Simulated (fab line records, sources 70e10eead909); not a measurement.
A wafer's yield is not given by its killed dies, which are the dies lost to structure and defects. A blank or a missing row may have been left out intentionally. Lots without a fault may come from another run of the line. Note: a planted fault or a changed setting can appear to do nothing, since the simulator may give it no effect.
Chamber matching || flow nand harc || NHARC_P_M1_DEP_33 on pecvd-03: 3 sister chambers
The step deposits SiCN, target thk 30 nm. 6 wafers are shown with their chamber, then 8 later ones without.

WAFERS PAIRED WITH THEIR CHAMBERS
{"wafer": "L076.6", "chamber": 0, "heater power w (W)": 694, "susceptor temp C (C)": 370.19}
{"wafer": "L079.3", "chamber": 0, "heater power w (W)": 635, "susceptor temp C (C)": 369.77}
{"wafer": "L089.1", "chamber": 1, "heater power w (W)": 666, "susceptor temp C (C)": 370.20}
{"wafer": "L089.4", "chamber": 1, "heater power w (W)": 668, "susceptor temp C (C)": 370.29}
{"wafer": "L089.5", "chamber": 2, "heater power w (W)": 559, "susceptor temp C (C)": 369.74}
{"wafer": "L093.1", "chamber": 2, "heater power w (W)": 537, "susceptor temp C (C)": 369.52}

WAFERS MISSING THEIR CHAMBER
{"wafer": "L093.2", "heater power w (W)": 695, "susceptor temp C (C)": 370.52}
{"wafer": "L093.6", "heater power w (W)": 695, "susceptor temp C (C)": 370.03}
{"wafer": "L095.2", "heater power w (W)": 534, "susceptor temp C (C)": 370.10}
{"wafer": "L095.3", "heater power w (W)": 675, "susceptor temp C (C)": 370.29}
{"wafer": "L095.6", "heater power w (W)": 674, "susceptor temp C (C)": 369.92}
{"wafer": "L096.2", "heater power w (W)": 570, "susceptor temp C (C)": 370.48}
{"wafer": "L096.5", "heater power w (W)": 567, "susceptor temp C (C)": 370.16}
{"wafer": "L096.6", "heater power w (W)": 565, "susceptor temp C (C)": 370.48}

THE CHAMBER EACH PASSED THROUGH
{"wafer": "L093.2", "from the rows above": "can't be placed: 1 or 0", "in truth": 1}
{"wafer": "L093.6", "from the rows above": "can't be placed: 0 or 1", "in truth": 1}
{"wafer": "L095.2", "from the rows above": 2, "in truth": 2}
{"wafer": "L095.3", "from the rows above": "can't be placed: 1 or 0", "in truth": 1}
{"wafer": "L095.6", "from the rows above": "can't be placed: 0 or 1", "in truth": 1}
{"wafer": "L096.2", "from the rows above": "can't be placed: 1 or 2 or 0", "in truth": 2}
{"wafer": "L096.5", "from the rows above": "can't be placed: 2 or 0 or 1", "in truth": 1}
{"wafer": "L096.6", "from the rows above": "can't be placed: 1 or 2 or 0", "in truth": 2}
Correctly placed: 1 of 8. Can't be placed from these rows: 7 (the true chamber is among the candidates in 7). Number placed wrongly: 0.
How it was worked out, from the rows above alone: a wafer's distance from a chamber is the root of the sum, over the readings, of the square of ((its reading less the chamber's mean) divided by the reading's scatter). If the next closest chamber is less than 2 further off than the closest, the wafer can't be placed; otherwise it belongs to the closest. The mean given for a chamber averages the wafers shown for that chamber. The scatter: take each reading less its chamber's mean, square it, sum over the shown wafers, divide by the number of wafers less the number of chambers, and take the root.
